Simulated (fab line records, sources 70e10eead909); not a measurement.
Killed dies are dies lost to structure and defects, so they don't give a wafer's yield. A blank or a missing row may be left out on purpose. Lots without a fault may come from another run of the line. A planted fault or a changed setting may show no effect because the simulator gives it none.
Chamber matching | flow nand_harc | NHARC_P_CONTACT_CMP_24 on cmp-01: 4 sister chambers
The step polishes, t overpolish 30 s, target thk 200 nm. 20 wafers are shown with their chamber, then 10 later ones without.

WAFERS WITH THEIR CHAMBER
wafer  | chamber | motor_current_A (A) | time_to_endpoint_s (s) | overpolish_run_s (s)
L074.1 | 2       | 10.5                | 43.3                   | 29.995
L074.3 | 3       | 10.6                | 39.8                   | 29.996
L074.6 | 3       | 10.9                | 42.3                   | 30.002
L079.2 | 2       | 10.6                | 44.0                   | 29.995
L079.3 | 1       | 13.4                | 43.9                   | 29.993
L079.5 | 0       | 12.1                | 44.0                   | 30.010
L080.1 | 3       | 10.4                | 42.6                   | 30.024
L080.2 | 1       | 12.6                | 45.2                   | 30.012
L080.5 | 2       | 11.3                | 44.3                   | 29.995
L081.1 | 3       | 11.0                | 37.9                   | 29.996
L081.2 | 0       | 12.1                | 42.4                   | 30.008
L081.5 | 1       | 13.5                | 42.2                   | 30.012
L083.2 | 2       | 11.6                | 46.7                   | 29.987
L083.3 | 3       | 10.5                | 40.6                   | 29.999
L083.6 | 2       | 11.3                | 44.5                   | 30.018
L084.1 | 3       | 10.2                | 40.4                   | 29.991
L084.4 | 2       | 10.9                | 44.3                   | 30.005
L084.5 | 3       | 11.1                | 39.5                   | 30.002
L089.1 | 2       | 11.6                | 43.2                   | 29.999
L089.3 | 1       | 13.2                | 43.1                   | 29.998

SIGNATURES (means of the wafers above)
reading            | chamber 0 | chamber 1 | chamber 2 | chamber 3 | scatter within a chamber
motor_current_A    | 12.100    | 13.175    | 11.114    | 10.671    | 0.387
time_to_endpoint_s | 43.200    | 43.600    | 44.329    | 40.443    | 1.37
overpolish_run_s   | 30.00900  | 30.00375  | 29.99914  | 30.00143  | 0.00987
Rule: a wafer's distance from a chamber is the root of the sum, over the readings, of the square of ((its reading less the chamber's mean) divided by the reading's scatter). The wafer belongs to the nearest chamber; if the next one is less than 2 further off, it can't be placed. The scatter: the root of (the sum of the squares of (reading less its chamber's mean) over the shown wafers, divided by (wafers less chambers)).

WAFERS WITHOUT THEIR CHAMBER
wafer  | motor_current_A (A) | time_to_endpoint_s (s) | overpolish_run_s (s)
L089.4 | 12.2                | 39.6                   | 30.010
L091.1 | 12.3                | 41.0                   | 29.985
L091.3 | 10.7                | 38.2                   | 29.998
L091.4 | 13.0                | 41.0                   | 30.015
L094.2 | 11.9                | 38.9                   | 30.011
L094.5 | 10.6                | 37.2                   | 29.997
L094.6 | 11.2                | 40.3                   | 30.016
L096.1 | 13.5                | 37.7                   | 29.994
L096.5 | 11.0                | 38.9                   | 30.002
L096.6 | 10.4                | 36.9                   | 30.016

WHICH CHAMBER EACH WENT THROUGH
wafer  | from the rows above               | in truth
L089.4 | can't be placed: 0 or 1 or 3 or 2 | 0
L091.1 | can't be placed: 0 or 1 or 2 or 3 | 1
L091.3 | 3                                 | 3
L091.4 | can't be placed: 1 or 0           | 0
L094.2 | can't be placed: 0 or 3 or 2 or 1 | 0
L094.5 | 3                                 | 3
L094.6 | can't be placed: 3 or 0 or 2      | 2
L096.1 | can't be placed: 1 or 0           | 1
L096.5 | 3                                 | 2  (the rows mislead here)
L096.6 | 3                                 | 3
Placed correctly: 3 of 10. Can't be placed from these rows: 6 (the true chamber is among the candidates in 6). Placed wrongly: 1.
